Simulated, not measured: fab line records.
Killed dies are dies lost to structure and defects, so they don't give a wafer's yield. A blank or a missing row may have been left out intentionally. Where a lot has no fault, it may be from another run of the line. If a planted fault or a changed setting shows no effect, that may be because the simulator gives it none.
Which tool is to blame? / flow n5-finfet / 24 wafers from 9 lots sampled at 5 of the route's 1938 steps

## WHAT THE GAUGES SHOWED, per wafer
N5_BEOL_M4_RC_MEAS_101.
lot=L595; measured=day 7 22:11; on=prober-01; DIBL_N (mV/V)=35.7 38.0 37.1
lot=L601; measured=day 9 17:10; on=prober-02; DIBL_N (mV/V)=37.0 37.5 35.0
lot=L602; measured=day 9 23:46; on=prober-02; DIBL_N (mV/V)=34.6 36.3
lot=L606; measured=day 10 20:46; on=prober-01; DIBL_N (mV/V)=37.1 34.2 35.5
lot=L605; measured=day 11 00:23; on=prober-02; DIBL_N (mV/V)=36.5 35.9
lot=L607; measured=day 11 04:14; on=prober-02; DIBL_N (mV/V)=34.0 33.8
lot=L610; measured=day 11 23:43; on=prober-01; DIBL_N (mV/V)=37.7 36.0 36.5
lot=L615; measured=day 13 12:31; on=prober-02; DIBL_N (mV/V)=33.7 33.9 34.5
lot=L616; measured=day 13 15:20; on=prober-01; DIBL_N (mV/V)=36.0 35.9 35.4

## TOOL THAT RAN EACH LOT (tool first, then ch and the chambers of the sampled wafers, then the start)
lot=L595; N5_BEOL_M4_ETCH_69=rie-diel-02 ch 1,2, day 7 15:11; N5_BEOL_M4_TRENCH_ETCH_37=rie-diel-02 ch 0,2, day 7 19:24 or earlier; N5_BEOL_M4_ANNEAL_49=pvd-sputter-02, day 7 19:24; N5_BEOL_M4_ANNEAL_87=pvd-sputter-02, day 7 20:04
lot=L601; N5_BEOL_M4_ETCH_69=rie-diel-03 ch 2,3, day 9 11:22; N5_BEOL_M4_TRENCH_ETCH_37=rie-diel-03 ch 0,1,2, day 9 14:04 or earlier; N5_BEOL_M4_ANNEAL_49=pvd-sputter-03, day 9 14:04; N5_BEOL_M4_ANNEAL_87=pvd-sputter-03, day 9 14:44
lot=L602; N5_BEOL_M4_ETCH_69=rie-diel-04 ch 0,1, day 9 16:44; N5_BEOL_M4_TRENCH_ETCH_37=rie-diel-04 ch 1,2, day 9 20:50 or earlier; N5_BEOL_M4_ANNEAL_49=pvd-sputter-01, day 9 20:50; N5_BEOL_M4_ANNEAL_87=pvd-sputter-01, day 9 21:29
lot=L606; N5_BEOL_M4_ETCH_69=rie-diel-02 ch 0,1,3, day 10 11:35; N5_BEOL_M4_TRENCH_ETCH_37=rie-diel-03 ch 0,1,2, day 10 17:57 or earlier; N5_BEOL_M4_ANNEAL_49=pvd-sputter-02, day 10 17:57; N5_BEOL_M4_ANNEAL_87=pvd-sputter-02, day 10 18:37
lot=L605; N5_BEOL_M4_ETCH_69=rie-diel-02 ch 2,3, day 10 14:13; N5_BEOL_M4_TRENCH_ETCH_37=rie-diel-02 ch 0,1, day 10 21:08 or earlier; N5_BEOL_M4_ANNEAL_49=pvd-sputter-02, day 10 21:08; N5_BEOL_M4_ANNEAL_87=pvd-sputter-02, day 10 21:47
lot=L607; N5_BEOL_M4_ETCH_69=rie-diel-02 ch 0,2, day 10 21:50; N5_BEOL_M4_TRENCH_ETCH_37=rie-diel-02 ch 2,3, day 11 01:22 or earlier; N5_BEOL_M4_ANNEAL_49=pvd-sputter-01, day 11 01:22; N5_BEOL_M4_ANNEAL_87=pvd-sputter-01, day 11 02:02
lot=L610; N5_BEOL_M4_ETCH_69=rie-diel-02 ch 0,1,2, day 11 14:51; N5_BEOL_M4_TRENCH_ETCH_37=rie-diel-04 ch 1,2,3, day 11 20:55 or earlier; N5_BEOL_M4_ANNEAL_49=pvd-sputter-02, day 11 20:55; N5_BEOL_M4_ANNEAL_87=pvd-sputter-02, day 11 21:35
lot=L615; N5_BEOL_M4_ETCH_69=rie-diel-02 ch 0,2,3, day 13 04:52; N5_BEOL_M4_TRENCH_ETCH_37=rie-diel-02 ch 0,2,3, day 13 09:35 or earlier; N5_BEOL_M4_ANNEAL_49=pvd-sputter-02, day 13 09:35; N5_BEOL_M4_ANNEAL_87=pvd-sputter-02, day 13 10:14
lot=L616; N5_BEOL_M4_ETCH_69=rie-diel-02 ch 1,2,3, day 13 08:23; N5_BEOL_M4_TRENCH_ETCH_37=rie-diel-04 ch 1,2,3, day 13 12:34 or earlier; N5_BEOL_M4_ANNEAL_49=pvd-sputter-02, day 13 12:34; N5_BEOL_M4_ANNEAL_87=pvd-sputter-02, day 13 13:13
- N5_BEOL_M4_ETCH_69: etches SiARC in CF4, target depth 15.6 nm, time 26 s.
- N5_BEOL_M4_TRENCH_ETCH_37: etches SiOC in C4F6/O2, target depth 55.555 nm, time 29.2 s.
- N5_BEOL_M4_ANNEAL_49: time 240 s.
- N5_BEOL_M4_ANNEAL_87: time 240 s.

## THE ANSWER, worked out from the rows above alone
Rule: usual is defined by the lots themselves. Put in order of their means at a reading, lots are off if they are a third of the lots or fewer, leave a main group of 4 or more, and stand apart from it by a gap of 3 or more times the standard deviation of the main group's means; of several such gaps the widest counts. The tables above print the reading to a certain number of digits; a main group whose means all agree to those digits is not used. A lot without any number at a reading at which 4 lots or more have one is off too. The other lots that the step has rows for count as sound.
No lot is off at any reading shown: from this, nothing can be told.

## WHAT HAD BEEN PUT IN BY THE SIMULATOR
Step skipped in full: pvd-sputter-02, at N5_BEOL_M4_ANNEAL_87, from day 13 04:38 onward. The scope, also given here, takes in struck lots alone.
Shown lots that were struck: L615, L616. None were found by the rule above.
